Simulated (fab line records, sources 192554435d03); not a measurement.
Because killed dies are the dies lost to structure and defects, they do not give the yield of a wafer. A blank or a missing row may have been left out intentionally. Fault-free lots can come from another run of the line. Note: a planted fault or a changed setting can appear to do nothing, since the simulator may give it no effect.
Chamber matching ; flow n5-finfet ; 3 sister chambers for N5_BEOL_M0_SAQP_ALD_48 on ald-sin-02
The step deposits SiO2, target thk 20 nm, pulse time 1 s, co reactant pulse time 1 s. 3 wafers are shown with their chamber, then 4 later ones without.

WAFERS, EACH WITH ITS CHAMBER
wafer;chamber;heater-power-w (W)
L080.6;2;72
L087.1;3;73
L087.2;1;89

WAFERS WITH NO CHAMBER GIVEN
wafer;heater-power-w (W)
L089.1;66
L089.6;91
L095.3;92
L095.5;90

WHICH CHAMBER EACH WENT THROUGH
wafer;from the rows above;in truth
L089.1;can't be placed: 2 or 3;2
L089.6;1;1
L095.3;1;1
L095.5;1;1
Correctly placed: 3 of 4. Unplaceable from these rows: 1, with the true chamber sitting among the candidates in 1. 0 placed wrongly.
How it was worked out, from the rows above alone: a wafer's distance from a chamber is the root of the sum, over the readings, of the square of ((its reading less the chamber's mean) divided by the reading's scatter). If the next closest chamber is less than 2 further off than the closest, the wafer can't be placed; otherwise it belongs to the closest. The mean given for a chamber averages the wafers shown for that chamber. The scatter (one wafer shown for each chamber): square how far every hidden wafer sits from the nearest shown wafer, average those squares and take the square root.
